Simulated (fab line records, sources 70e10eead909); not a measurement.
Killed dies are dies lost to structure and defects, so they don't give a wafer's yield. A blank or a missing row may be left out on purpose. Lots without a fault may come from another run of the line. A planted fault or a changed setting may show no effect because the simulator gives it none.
Which tool did it? | flow nand_harc | 14 lots, 42 wafers sampled, at 4 steps of a route of 1159

WHAT THE GAUGES READ, wafer by wafer
The record holds no reading of a measuring or inspecting step that can be judged against a usual standard deviation.

WHICH TOOL RAN EACH LOT (tool, then ch and the chambers of the sampled wafers, then the start)
lot  | NHARC_A_CONTACT_ETCH_113             | NHARC_A_CONTACT_ETCH_116             | NHARC_A_CONTACT_ETCH_117             | NHARC_A_CONTACT_ETCH_123
L551 | har_cap_etch-01 ch 0,1, day 16 16:36 | har_cap_etch-01 ch 0,1, day 16 16:52 | har_cap_etch-01 ch 0,1, day 16 16:58 | har_cap_etch-01 ch 0,1, day 16 17:33
L553 | har_cap_etch-01 ch 0,1, day 16 20:55 | har_cap_etch-01 ch 0,1, day 16 21:11 | har_cap_etch-01 ch 0,1, day 16 21:16 | har_cap_etch-01 ch 0,1, day 16 21:54
L555 | har_cap_etch-03 ch 0,1, day 17 05:14 | har_cap_etch-03 ch 0,1, day 17 05:31 | har_cap_etch-03 ch 0,1, day 17 05:37 | har_cap_etch-03 ch 0,1, day 17 06:16
L552 | har_cap_etch-02 ch 0,1, day 17 08:35 | har_cap_etch-02 ch 0,1, day 17 08:52 | har_cap_etch-02 ch 0,1, day 17 08:57 | har_cap_etch-02 ch 0,1, day 17 09:32
L558 | har_cap_etch-01 ch 1, day 18 18:52   | har_cap_etch-01 ch 1, day 18 19:08   | har_cap_etch-01 ch 1, day 18 19:14   | har_cap_etch-01 ch 1, day 18 19:49
L563 | har_cap_etch-03 ch 1, day 19 09:30   | har_cap_etch-03 ch 1, day 19 09:46   | har_cap_etch-03 ch 1, day 19 09:52   | har_cap_etch-03 ch 1, day 19 10:25
L562 | har_cap_etch-03 ch 0,1, day 19 14:46 | har_cap_etch-03 ch 0,1, day 19 15:02 | har_cap_etch-03 ch 0,1, day 19 15:08 | har_cap_etch-03 ch 0,1, day 19 15:43
L565 | har_cap_etch-02 ch 0,1, day 20 01:40 | har_cap_etch-02 ch 0,1, day 20 01:56 | har_cap_etch-02 ch 0,1, day 20 02:02 | har_cap_etch-02 ch 0,1, day 20 02:39
L566 | har_cap_etch-03 ch 1, day 20 02:23   | har_cap_etch-03 ch 1, day 20 02:39   | har_cap_etch-03 ch 1, day 20 02:44   | har_cap_etch-03 ch 1, day 20 03:19
L567 | har_cap_etch-03 ch 0,1, day 20 08:38 | har_cap_etch-03 ch 0,1, day 20 08:55 | har_cap_etch-03 ch 0,1, day 20 09:01 | har_cap_etch-03 ch 0,1, day 20 09:36
L568 | har_cap_etch-01 ch 0,1, day 21 00:52 | har_cap_etch-01 ch 0,1, day 21 01:08 | har_cap_etch-01 ch 0,1, day 21 01:14 | har_cap_etch-01 ch 0,1, day 21 01:47
L572 | har_cap_etch-02 ch 0,1, day 21 12:22 | har_cap_etch-02 ch 0,1, day 21 12:38 | har_cap_etch-02 ch 0,1, day 21 12:43 | har_cap_etch-02 ch 0,1, day 21 13:16
L571 | har_cap_etch-01 ch 0,1, day 21 14:21 | har_cap_etch-01 ch 0,1, day 21 14:43 | har_cap_etch-01 ch 0,1, day 21 14:50 | har_cap_etch-01 ch 0,1, day 21 15:40
L573 | har_cap_etch-03 ch 0,1, day 22 06:32 | har_cap_etch-03 ch 0,1, day 22 06:49 | har_cap_etch-03 ch 0,1, day 22 06:54 | har_cap_etch-03 ch 0,1, day 22 07:27
- NHARC_A_CONTACT_ETCH_113: etches the open film in C4F8/O2/Ar, time 94 s, target depth 922 nm.
- NHARC_A_CONTACT_ETCH_116: etches the open film in C4F8/O2/Ar, time 94 s, target depth 922 nm.
- NHARC_A_CONTACT_ETCH_117: etches the open film in C4F8/O2/Ar, time 94 s, target depth 922 nm.
- NHARC_A_CONTACT_ETCH_123: etches the open film in C4F8/O2/Ar, time 253 s, target depth 1090 nm.

WHAT THE TOOLS THEMSELVES READ (means of the sampled wafers that have a number; where no wafer has one, the mark that the record gives instead)
NHARC_A_CONTACT_ETCH_113. Usual: chamber_pressure_mTorr 19.999 mTorr, standard deviation 0.018; oes_air_line_au 1.001 a.u., standard deviation 0.02.
lot  | tool            | chamber_pressure_mTorr (mTorr) | oes_air_line_au (a.u.) | flag
L551 | har_cap_etch-01 | 20.003                         | 1.003                  |
L553 | har_cap_etch-01 | 20.019                         | 1.018                  |
L555 | har_cap_etch-03 | 19.984                         | 0.993                  |
L552 | har_cap_etch-02 | 20.001                         | 0.996                  |
L558 | har_cap_etch-01 | 19.992                         | 1.009                  |
L563 | har_cap_etch-03 | 19.992                         | 1.013                  |
L562 | har_cap_etch-03 | 19.998                         | 0.985                  |
L565 | har_cap_etch-02 | 20.011                         | 1.008                  |
L566 | har_cap_etch-03 | 20.003                         | 0.997                  |
L567 | har_cap_etch-03 | 20.012                         | 0.984                  |
L568 | har_cap_etch-01 | 19.985                         | 0.997                  |
L572 | har_cap_etch-02 | 20.011                         | 0.985                  |
L571 | har_cap_etch-01 | 19.996                         | 1.006                  |
L573 | har_cap_etch-03 | 19.994                         | 1.004                  |

NHARC_A_CONTACT_ETCH_116. Usual: chamber_pressure_mTorr 20.000 mTorr, standard deviation 0.018; oes_air_line_au 0.998 a.u., standard deviation 0.023.
lot  | tool            | chamber_pressure_mTorr (mTorr) | oes_air_line_au (a.u.) | flag
L551 | har_cap_etch-01 | 19.980                         | 0.996                  |
L553 | har_cap_etch-01 | 20.011                         | 1.010                  |
L555 | har_cap_etch-03 | -                              | -                      | OFF
L552 | har_cap_etch-02 | -                              | -                      | OFF
L558 | har_cap_etch-01 | 19.989                         | 1.000                  |
L563 | har_cap_etch-03 | 19.994                         | 1.015                  |
L562 | har_cap_etch-03 | 20.000                         | 0.986                  |
L565 | har_cap_etch-02 | 20.009                         | 0.986                  |
L566 | har_cap_etch-03 | 20.001                         | 0.980                  |
L567 | har_cap_etch-03 | 19.986                         | 0.979                  |
L568 | har_cap_etch-01 | 19.983                         | 1.014                  |
L572 | har_cap_etch-02 | 19.997                         | 0.983                  |
L571 | har_cap_etch-01 | 19.992                         | 1.015                  |
L573 | har_cap_etch-03 | 20.024                         | 1.017                  |

NHARC_A_CONTACT_ETCH_117. Usual: chamber_pressure_mTorr 20.001 mTorr, standard deviation 0.02; oes_air_line_au 0.999 a.u., standard deviation 0.019.
lot  | tool            | chamber_pressure_mTorr (mTorr) | oes_air_line_au (a.u.) | flag
L551 | har_cap_etch-01 | 20.016                         | 1.003                  |
L553 | har_cap_etch-01 | 20.008                         | 1.004                  |
L555 | har_cap_etch-03 | 20.002                         | 1.002                  |
L552 | har_cap_etch-02 | 20.003                         | 1.008                  |
L558 | har_cap_etch-01 | 20.000                         | 0.999                  |
L563 | har_cap_etch-03 | 20.006                         | 0.980                  |
L562 | har_cap_etch-03 | 19.995                         | 0.975                  |
L565 | har_cap_etch-02 | 20.026                         | 1.011                  |
L566 | har_cap_etch-03 | 19.990                         | 1.021                  |
L567 | har_cap_etch-03 | 19.995                         | 1.009                  |
L568 | har_cap_etch-01 | 19.979                         | 1.000                  |
L572 | har_cap_etch-02 | 20.015                         | 0.991                  |
L571 | har_cap_etch-01 | 19.996                         | 0.996                  |
L573 | har_cap_etch-03 | 19.986                         | 0.991                  |

NHARC_A_CONTACT_ETCH_123. Usual: chamber_pressure_mTorr 20.000 mTorr, standard deviation 0.019; oes_air_line_au 1.001 a.u., standard deviation 0.017.
lot  | tool            | chamber_pressure_mTorr (mTorr) | oes_air_line_au (a.u.) | flag
L551 | har_cap_etch-01 | 20.032                         | 1.002                  |
L553 | har_cap_etch-01 | 19.996                         | 1.017                  |
L555 | har_cap_etch-03 | 20.009                         | 1.009                  |
L552 | har_cap_etch-02 | 19.995                         | 0.982                  |
L558 | har_cap_etch-01 | 20.000                         | 1.014                  |
L563 | har_cap_etch-03 | 20.003                         | 0.987                  |
L562 | har_cap_etch-03 | 20.011                         | 1.024                  |
L565 | har_cap_etch-02 | 19.989                         | 0.991                  |
L566 | har_cap_etch-03 | 19.994                         | 0.995                  |
L567 | har_cap_etch-03 | 20.010                         | 0.982                  |
L568 | har_cap_etch-01 | 20.002                         | 0.985                  |
L572 | har_cap_etch-02 | 19.999                         | 0.990                  |
L571 | har_cap_etch-01 | 19.987                         | 1.008                  |
L573 | har_cap_etch-03 | 20.007                         | 1.003                  |

THE ANSWER, worked out from the rows above alone
Rule: a lot is off if the mean of its wafers that have a number lies more than 3 standard deviations from the usual mean. A lot without any number at a reading at which 4 lots or more have one is off too. The other lots that the step has rows for count as sound. The gauges are gone through in route order, then the tools' own readings, and for those a lot's mean is taken as printed above. The first step at which some lot is off is used, and at that step the reading that is off furthest; a lot without a number counts as furthest.
Off: L555, L552, at NHARC_A_CONTACT_ETCH_116 (chamber_pressure_mTorr). Without a number there: L555, L552.
A tool fits if, at that step or a process step before it, it ran every lot that is off, and no sound lot after the first of them. None of those tried fits.

WHAT THE SIMULATOR HAD PUT IN
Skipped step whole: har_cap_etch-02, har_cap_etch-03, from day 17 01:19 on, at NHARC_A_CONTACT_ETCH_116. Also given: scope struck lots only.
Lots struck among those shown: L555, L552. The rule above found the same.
